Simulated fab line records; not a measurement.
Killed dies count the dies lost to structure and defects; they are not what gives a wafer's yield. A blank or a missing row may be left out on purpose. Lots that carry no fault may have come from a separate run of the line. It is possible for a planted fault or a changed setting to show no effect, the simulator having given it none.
fab line records	flow nandHarc
[record] lots = 10	wafers = 30	lastDay = 33
route steps=1302 shown A_CHANNEL_HOLE_D1@469 END@1302
lots that met no fault: from a run of the same line without faults
startH: hours from the record's first day to the start of the lot's first wafer shown	waitH: how many hours have passed since the lot's step before this one	" as in the row above	L1.1+2: a single row standing in for several wafers	- no value present, or no start provided	* or withheld: withheld	< > ~ a bound
route shown NAME@n: names a module that has steps shown in the file, with the first one's number in the route	usual: mean/standard deviation of fault-free wafers	same: alike in all rows	chamber/n: place in a boat	sites: each site's reading	_std_site: their standard deviation	_edge_site: outer sites' mean less inner sites'	radiusMm: for every site, how far away it sits from the centre of the wafer	mask NAME#n: copy n	behind: the most recent tool/chamber to have shaped the wafer	hold: what put the lot on hold/how long, in hours/how the hold closed	device: the transistor (n, p or np) that didn't switch	end of line: tests of these same wafers at the route's end	where a step has no rows: the recipe by itself	killed: dies lost to structure and defects at the first sort, not the wafer's yield	map: per-die view of a wafer (x killed, . not killed, _ where there is no die)
set.NAME: setting as actually run; set.NAME@STEP: the setting as run at that earlier step	model.NAME: the simulator's own value behind a step, which no gauge read
a sample of lots followed through the steps of the route, with each step as a table and each wafer as a row
services: from which hour (startH, from the record's first day; less than 0 if before it) a tool's chamber was out of use, for how many hours, and why
[[steps]]
[step NHARC_A_CHANNEL_HOLE_D1_ETCH_16]
[recipe] targetDepthA = 31000	overEtchFrac = 0.3	timeS = 806	ionEnergyEv = 150	o2FlowSccm = 400	cosFlowSccm = 20	arFlowSccm = 0	rfW = 500	biasW = 300	chemistry = O2/COS
[usual] biasW = 300.0/0.93	cosFlowSccm = 20.00/0.059	drypumpMotorCurrentA = 5.7/0.46	oesProductAu = 0.997/0.012	rfVppV = 315.2/2.1	showerheadPlenumPTorr = 3.20/0.14	throttleValvePct = 28.329/0.0086
lot.wafer	tool	chamber	startH	waitH	biasW	cosFlowSccm	drypumpMotorCurrentA	oesProductAu	rfHoursCounterH	rfVppV	showerheadPlenumPTorr	throttleValvePct
L960.2	rieDiel-11	3	-	-	301.4	20.10	6.2	0.991	10	316.3	3.26	28.314
L960.1	"	0	"	"	299.9	20.00	5.4	0.997	10	311.1	2.91	28.339
L960.4	"	1	"	"	301.1	20.08	5.0	0.981	10	317.6	3.34	28.335
L959.2	rieDiel-13	0	-	-	300.0	19.93	5.3	1.001	11	314.7	3.22	28.345
L959.5	"	3	"	"	300.3	20.05	5.9	1.001	-	316.1	3.19	28.346
L959.4	"	0	"	"	301.8	19.93	5.3	0.994	-	315.2	3.22	28.337
L961.4	rieDiel-11	1	-	-	302.0	20.01	5.0	0.976	11	317.1	3.34	28.319
L961.3	"	3	"	"	300.3	20.08	6.3	0.998	11	317.9	3.26	28.331
L961.5	"	1	"	"	299.7	20.06	5.0	0.986	-	318.0	3.34	28.338
L963.2	rieDiel-13	2	-	-	299.3	19.98	5.5	1.011	19	316.0	3.17	28.340
L963.3	"	3	"	"	298.6	19.96	5.9	1.005	24	315.1	3.18	28.336
L963.1	"	0	"	"	298.8	20.08	5.3	0.989	24	315.8	3.21	28.313
L964.2	rieDiel-11	3	-	-	298.4	20.00	6.2	0.994	13	315.8	3.26	28.309
L964.3	"	2	"	"	301.4	20.02	6.3	0.980	13	314.7	3.25	28.336
L964.5	"	0	"	"	300.3	20.03	5.4	0.998	-	311.6	2.91	28.333
L973.4	rieDiel-01	1	-	-	299.1	19.99	6.0	0.980	38	314.3	3.16	28.322
L973.1	"	3	"	"	299.8	20.00	6.2	1.002	37	317.4	3.32	28.333
L973.5	"	0	"	"	299.2	19.92	5.4	1.000	-	317.8	3.35	28.326
L974.2	rieDiel-11	1	-	-	299.9	19.99	5.0	0.986	6	315.3	3.34	28.329
L974.3	"	3	"	"	300.1	19.95	6.2	1.014	7	316.6	3.26	28.317
L974.6	"	1	"	"	299.7	19.96	5.0	0.989	-	319.1	3.34	28.324
L976.2	rieDiel-01	2	-	-	300.3	20.06	5.5	0.976	42	314.3	3.10	28.330
L976.1	"	3	"	"	301.2	19.99	6.1	1.003	43	316.5	3.32	28.327
L976.5	"	2	"	"	299.9	20.01	5.5	0.984	-	313.8	3.10	28.315
L979.2	rieDiel-11	2	-	-	299.6	20.00	6.3	0.992	10	317.0	3.25	28.331
L979.4	"	1	"	"	300.0	20.02	5.0	0.987	10	317.4	3.33	28.325
L979.5	"	2	"	"	299.2	20.00	6.3	1.001	-	316.6	3.25	28.318
L981.3	rieDiel-11	3	-	-	299.5	20.03	6.2	1.004	13	317.1	3.25	28.315
L981.2	"	0	"	"	299.7	19.98	5.4	0.996	13	311.2	2.91	28.327
L981.6	"	0	"	"	300.0	20.05	5.4	0.997	-	310.8	2.91	28.318
[step NHARC_A_CHANNEL_HOLE_D1_ETCH_19]
[recipe] biasV = 1200	sourceW = 2500	pressureMtorr = 15	timeS = 34.5	arFlowSccm = 375	c4f8FlowSccm = 28.8	o2FlowSccm = 96.2	tempC = -20	targetDepthA = *	chemistry = C4F8/O2/Ar
[usual] drypumpMotorCurrentA = 5.5/0.34	oesAirLineAu = 1.002/0.02	showerheadPlenumPTorr = 3.69/0.099	throttleValvePct = 37.037/0.0091
lot.wafer	tool	chamber	startH	waitH	drypumpMotorCurrentA	oesAirLineAu	rfHoursCounterH	showerheadPlenumPTorr	throttleValvePct
L960.1	harEtch-02	0	196.95	0.1	5.6	1.019	300	3.74	37.038
L960.2	"	1	"	"	6.1	1.020	300	3.52	37.048
L960.4	"	1	"	"	6.1	0.992	-	3.52	37.039
L959.2	harEtch-01	1	198.17	0.4	5.5	1.004	96	3.77	37.032
L959.4	"	1	"	"	5.4	1.017	-	3.77	37.031
L959.5	"	1	"	"	5.4	1.011	-	3.77	37.029
L961.3	harEtch-02	1	208.77	0.1	6.1	0.992	-	3.52	37.032
L961.4	"	0	"	"	5.6	1.036	-	3.74	37.031
L961.5	"	0	"	"	5.6	1.019	-	3.74	37.036
L963.1	harEtch-02	0	239.32	0.9	5.6	0.994	323	3.73	37.037
L963.2	"	1	"	"	6.1	0.956	323	3.51	37.044
L963.3	"	0	"	"	5.6	1.034	-	3.73	37.043
L964.2	harEtch-01	0	239.46	0.8	5.2	1.034	122	3.73	37.030
L964.3	"	1	"	"	5.4	1.007	-	3.76	37.038
L964.5	"	1	"	"	5.4	1.006	-	3.76	37.040
L973.1	harEtch-01	1	336.92	0.1	5.4	1.011	176	3.73	37.031
L973.4	"	1	"	"	5.4	0.991	-	3.73	37.045
L973.5	"	0	"	"	5.1	1.010	-	3.70	37.024
L974.2	harEtch-01	0	347.15	0.9	5.1	1.016	183	3.70	37.048
L974.3	"	0	"	"	5.1	1.005	-	3.70	37.016
L974.6	"	0	"	"	5.1	1.019	-	3.70	37.033
L976.1	harEtch-02	0	360.64	0.1	5.6	0.980	395	3.69	37.038
L976.2	"	1	"	"	6.1	1.003	395	3.47	37.040
L976.5	"	0	"	"	5.6	0.996	-	3.69	37.038
L979.2	harEtch-02	0	398.04	6.2	5.6	1.004	0	3.69	37.044
L979.4	"	0	"	"	5.6	0.981	-	3.69	37.047
L979.5	"	0	"	"	5.6	0.981	-	3.69	37.049
L981.2	harEtch-01	1	414.15	0.1	5.4	0.965	226	3.70	37.047
L981.3	"	0	"	"	5.1	1.017	-	3.68	37.042
L981.6	"	1	"	"	5.4	0.967	-	3.70	37.041
[step NHARC_A_CHANNEL_HOLE_D1_ETCH_22]
[recipe] biasV = 3000	sourceW = withheld	pressureMtorr = 20	timeS = 666.7	arFlowSccm = 375	c4f8FlowSccm = 89.3	o2FlowSccm = 35.7	tempC = -20	targetDepthA = 16000	chemistry = C4F8/O2/Ar
[usual] drypumpMotorCurrentA = 5.5/0.34	oesAirLineAu = 0.997/0.019	showerheadPlenumPTorr = 3.65/0.095	throttleValvePct = 32.155/0.0092
lot.wafer	tool	chamber	startH	waitH	drypumpMotorCurrentA	oesAirLineAu	rfHoursCounterH	showerheadPlenumPTorr	throttleValvePct
L960.1	harEtch-02	0	197.81	0.4	5.6	0.991	301	3.70	32.153
L960.2	"	1	"	"	6.1	1.005	301	3.49	32.135
L960.4	"	1	"	"	6.1	0.998	-	3.49	32.171
L959.2	harEtch-01	1	199.10	0.4	5.4	0.998	96	3.73	32.138
L959.4	"	1	"	"	5.5	1.000	-	3.73	32.158
L959.5	"	1	"	"	5.4	1.010	-	3.73	32.161
L961.3	harEtch-02	1	209.80	0.4	6.1	0.983	-	3.48	32.153
L961.4	"	0	"	"	5.6	0.964	-	3.70	32.147
L961.5	"	0	"	"	5.6	1.003	-	3.70	32.157
L963.1	harEtch-02	0	240.19	0.4	5.6	1.021	323	3.69	32.130
L963.2	"	1	"	"	6.1	0.968	323	3.48	32.158
L963.3	"	0	"	"	5.6	1.014	-	3.69	32.155
L964.2	harEtch-01	0	240.33	0.4	5.2	1.004	123	3.69	32.130
L964.3	"	1	"	"	5.4	0.980	-	3.71	32.148
L964.5	"	1	"	"	5.4	0.972	-	3.71	32.164
L973.1	harEtch-01	1	337.79	0.4	5.4	0.989	177	3.68	32.153
L973.4	"	1	"	"	5.4	1.010	-	3.68	32.151
L973.5	"	0	"	"	5.2	1.023	-	3.66	32.151
L974.2	harEtch-01	0	348.02	0.4	5.2	0.971	184	3.66	32.156
L974.3	"	0	"	"	5.2	0.976	-	3.66	32.168
L974.6	"	0	"	"	5.2	0.991	-	3.66	32.164
L976.1	harEtch-02	0	361.51	0.4	5.6	0.989	396	3.65	32.141
L976.2	"	1	"	"	6.1	1.008	396	3.44	32.130
L976.5	"	0	"	"	5.6	0.972	-	3.65	32.159
L979.2	harEtch-02	0	398.98	0.4	5.6	0.969	1	3.65	32.145
L979.4	"	0	"	"	5.6	1.018	-	3.65	32.150
L979.5	"	0	"	"	5.6	0.982	-	3.65	32.152
L981.2	harEtch-01	1	415.02	0.4	5.4	1.013	227	3.66	32.154
L981.3	"	0	"	"	5.2	0.954	-	3.63	32.145
L981.6	"	1	"	"	5.4	0.996	-	3.66	32.156
[step NHARC_A_CHANNEL_HOLE_D1_ETCH_26]
[recipe] biasV = 300	sourceW = 2000	pressureMtorr = 30	timeS = 224.1	arFlowSccm = 375	c4f8FlowSccm = 11.4	o2FlowSccm = 113.6	tempC = -20	targetDepthA = 3000	chemistry = C4F8/O2/Ar
[usual] drypumpMotorCurrentA = 5.5/0.35	oesAirLineAu = 1.000/0.019	showerheadPlenumPTorr = 3.69/0.1	throttleValvePct = 24.584/0.0093
lot.wafer	tool	chamber	startH	waitH	drypumpMotorCurrentA	oesAirLineAu	rfHoursCounterH	showerheadPlenumPTorr	throttleValvePct
L960.1	harEtch-02	0	200.73	0.7	5.6	0.974	303	3.75	24.581
L960.2	"	1	"	"	6.1	1.009	303	3.52	24.572
L960.4	"	1	"	"	6.1	1.000	-	3.52	24.574
L959.2	harEtch-01	1	201.94	0.6	5.4	0.974	99	3.77	24.579
L959.4	"	1	"	"	5.4	0.991	-	3.77	24.587
L959.5	"	1	"	"	5.4	0.984	-	3.77	24.585
L961.3	harEtch-02	1	212.59	0.5	6.1	1.022	-	3.52	24.595
L961.4	"	0	"	"	5.7	0.982	-	3.74	24.584
L961.5	"	0	"	"	5.7	0.991	-	3.74	24.579
L963.1	harEtch-02	0	243.13	0.7	5.7	0.979	326	3.73	24.601
L963.2	"	1	"	"	6.1	0.967	326	3.51	24.578
L963.3	"	0	"	"	5.7	1.005	-	3.73	24.588
L964.2	harEtch-01	0	243.24	0.7	5.2	0.984	126	3.74	24.597
L964.3	"	1	"	"	5.4	1.013	-	3.76	24.583
L964.5	"	1	"	"	5.4	1.005	-	3.76	24.586
L973.1	harEtch-01	1	340.70	0.7	5.4	0.976	179	3.73	24.586
L973.4	"	1	"	"	5.4	1.003	-	3.73	24.585
L973.5	"	0	"	"	5.2	1.007	-	3.70	24.581
L974.2	harEtch-01	0	350.93	0.7	5.2	1.003	187	3.70	24.569
L974.3	"	0	"	"	5.1	0.974	-	3.70	24.585
L974.6	"	0	"	"	5.2	1.003	-	3.70	24.587
L976.1	harEtch-02	0	364.43	0.7	5.6	1.000	398	3.69	24.604
L976.2	"	1	"	"	6.1	1.065	398	3.47	24.589
L976.5	"	0	"	"	5.6	0.985	-	3.69	24.578
L979.2	harEtch-02	0	401.80	0.6	5.6	1.023	4	3.69	24.580
L979.4	"	0	"	"	5.6	1.027	-	3.69	24.574
L979.5	"	0	"	"	5.6	0.998	-	3.69	24.567
L981.2	harEtch-01	1	417.94	0.7	5.4	1.040	229	3.70	24.591
L981.3	"	0	"	"	5.1	0.996	-	3.68	24.597
L981.6	"	1	"	"	5.4	0.988	-	3.70	24.596
[step NHARC_A_CHANNEL_HOLE_D1_INSPECT_40]
[usual] rawDefectCount = 71/25
lot.wafer	tool	chamber	startH	waitH	hold	rawDefectCount
L960.1	defectInspect-02	-	202.65	-	-	98
L960.2	"	-	"	"	-	127
L960.4	"	-	"	"	-	99
L959.2	defectInspect-02	-	203.99	-	-	41
L959.4	"	-	"	"	-	36
L959.5	"	-	"	"	-	36
L961.3	defectInspect-01	-	214.61	-	-	96
L961.4	"	-	"	"	-	93
L961.5	"	-	"	"	-	126
L963.1	defectInspect-02	-	245.04	-	-	102
L963.2	"	-	"	"	-	74
L963.3	"	-	"	"	-	108
L964.2	defectInspect-01	-	245.17	-	-	39
L964.3	"	-	"	"	-	45
L964.5	"	-	"	"	-	56
L973.1	defectInspect-01	-	342.63	-	awaitDispo/0.2h/release	412
L973.4	"	-	"	"	awaitDispo/0.2h/release	413
L973.5	"	-	"	"	awaitDispo/0.2h/release	432
L973.1	defectInspect-01	-	342.80	0.2	-	413
L973.4	"	-	"	"	-	402
L973.5	"	-	"	"	-	431
L974.2	defectInspect-02	-	352.86	-	awaitDispo/0.2h/release	435
L974.3	"	-	"	"	awaitDispo/0.2h/release	470
L974.6	"	-	"	"	awaitDispo/0.2h/release	443
L974.2	defectInspect-02	-	353.04	0.2	-	424
L974.3	"	-	"	"	-	459
L974.6	"	-	"	"	-	441
L976.1	defectInspect-02	-	366.41	-	-	69
L976.2	"	-	"	"	-	107
L976.5	"	-	"	"	-	86
L979.2	defectInspect-02	-	403.73	-	-	47
L979.4	"	-	"	"	-	26
L979.5	"	-	"	"	-	40
L981.2	defectInspect-02	-	419.90	-	-	64
L981.3	"	-	"	"	-	58
L981.6	"	-	"	"	-	64
[step NHARC_END_SORT_01]
[recipe] tempC = 25
[usual] killedAtArray = 55/19	killedAtOther = 0.8/1.1	killedAtPeriphery = 4.0/2.6	killedDies = 60/20	killedOpen = 3.4/1.7	killedShort = 2.6/1.5
[same] grossDies = 677
lot.wafer	tool	chamber	startH	waitH	killedAtArray	killedAtOther	killedAtPeriphery	killedDies	killedOpen	killedShort
L973.1	prober-01	0	710.11	2.5	120	0	7	127	2	3
L973.4	prober-01	0	712.52	3.4	91	0	1	92	1	1
L973.5	prober-01	0	713.32	3.7	64	0	0	64	2	3
L974.2	prober-02	0	715.93	2.8	99	5	5	109	4	0
L974.3	prober-02	0	716.73	3.1	101	3	8	112	4	1
L974.6	prober-02	0	719.12	4.0	71	2	7	80	5	1
// killed by level:class
L973.1 A_CHANNEL_HOLE_D1:unspecified=86 A_SLIT:chamberFilmFlake=21 P_GATE:chamberFilmFlake=3 P_BONDPAD:chamberFilmFlake=3 A_STAIRCASE:chamberFilmFlake=3 A_CHANNEL_FILL_D2:chamberFilmFlake=3 P_STI:geometricParticle:short=1 A_SOURCE_PLATE:geometricParticle:short=1
L973.4 A_CHANNEL_HOLE_D1:unspecified=71 A_SLIT:chamberFilmFlake=12 A_CHANNEL_FILL_D2:chamberFilmFlake=3 A_DECK1_JOINT:chamberFilmFlake=2 A_ONON_D2:geometricParticle:open=1 A_SGD_CUT:geometricParticle:short=1 P_ZERO_WELL:chamberFilmFlake=1 A_CHANNEL_HOLE_D1:chamberFilmFlake=1
L973.5 A_CHANNEL_HOLE_D1:unspecified=45 A_SLIT:chamberFilmFlake=6 A_CHANNEL_HOLE_D1:chamberFilmFlake=3 A_ONON_D1:geometricParticle:short=2 A_BLC:geometricParticle:open=2 A_STAIRCASE:chamberFilmFlake=2 A_M0:geometricParticle:short=1 A_DECK1_JOINT:chamberFilmFlake=1
L974.2 A_CHANNEL_HOLE_D1:unspecified=52 A_SLIT:chamberFilmFlake=29 A_BONDPAD:chamberFilmFlake=7 THIN_TSV:chamberFilmFlake=5 P_STI:chamberFilmFlake=2 A_CHANNEL_HOLE_D2:chamberFilmFlake=2 A_CONTACT:chamberFilmFlake=2 P_GATE:geometricParticle:open=1
L974.3 A_CHANNEL_HOLE_D1:unspecified=50 A_SLIT:chamberFilmFlake=33 A_BONDPAD:chamberFilmFlake=8 A_CONTACT:chamberFilmFlake=4 THIN_TSV:chamberFilmFlake=3 P_M0:geometricParticle:open=2 P_STI:chamberFilmFlake=2 P_GATE:chamberFilmFlake=2
L974.6 A_CHANNEL_HOLE_D1:unspecified=44 A_CHANNEL_HOLE_D2:chamberFilmFlake=7 A_CONTACT:chamberFilmFlake=7 A_SLIT:chamberFilmFlake=4 P_STI:chamberFilmFlake=3 A_CHANNEL_FILL_D2:geometricParticle:open=2 P_GATE:chamberFilmFlake=2 P_BONDPAD:chamberFilmFlake=2
[[services]]
tool	chamber	startH	hours	kind
rieDiel-13	2	179.56	4.7	repair
rieDiel-13	1	183.68	37.0	repair
rieDiel-11	0	185.66	-	clean
rieDiel-11	1	185.66	-	clean
rieDiel-01	-	203.82	9.0	pm
harEtch-02	-	226.23	3.1	repair
rieDiel-11	-	255.50	9.0	pm
rieDiel-01	2	266.83	4.5	repair
rieDiel-11	1	275.12	7.7	repair
rieDiel-13	3	290.32	11.8	repair
rieDiel-13	0	332.37	2.7	repair
rieDiel-13	-	342.00	9.0	pm
rieDiel-01	3	354.00	1.6	repair
rieDiel-11	3	362.33	4.3	repair
rieDiel-01	0	373.04	3.4	repair
rieDiel-01	-	380.82	9.0	pm
harEtch-02	-	381.02	17.0	pm
harEtch-02	0	381.02	17.0	ventCycle
harEtch-02	1	381.02	17.0	ventCycle
harEtch-02	0	398.02	-	clean
harEtch-02	0	398.02	-	consumableReplace:focusRing
harEtch-02	1	398.02	-	clean
harEtch-02	1	398.02	-	consumableReplace:focusRing
harEtch-02	1	398.02	-	consumableReplace:showerhead
[[key]]
[firstSign] step = NHARC_A_CHANNEL_HOLE_D1_INSPECT_40	reading = visit	direction = added
[effect] step = NHARC_A_CHANNEL_HOLE_D1_INSPECT_40	reading = rawDefectCount	direction = up	sigmas = 14	usual = 71	struck = 434
[effect] step = NHARC_END_SORT_01	reading = killedDies	direction = up	sigmas = 1.9	usual = 60	struck = 97	wafersMoved = 3
[moreKillsBornAt] NHARC_A_CHANNEL_HOLE_D1_ETCH_22@harEtch-01 = 250
metAt NHARC_A_CHANNEL_HOLE_D1_ETCH_22
struckLots L973,L974
testerLeftOut L973,L974
notActingAt NHARC_A_CHANNEL_HOLE_D1_ETCH_16,NHARC_A_CHANNEL_HOLE_D1_ETCH_19,NHARC_A_CHANNEL_HOLE_D1_ETCH_26
onsetBetween 240.33 337.79
[fault] kind = chamberParticleSource	tool = harEtch-01	chamber = -	onsetH = 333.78	steps = NHARC_A_CHANNEL_HOLE_D1_ETCH_22	ratePerVisitCm2 = 0.6061	endH = 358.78
// testerLeftOut: of these lots the tester's yield and bins aren't shown, on N5 and GAA mostly nor the transistor test; their killed dies are dies lost to structure and defects alone, not to doping, threshold or leakage, so they don't give the yield
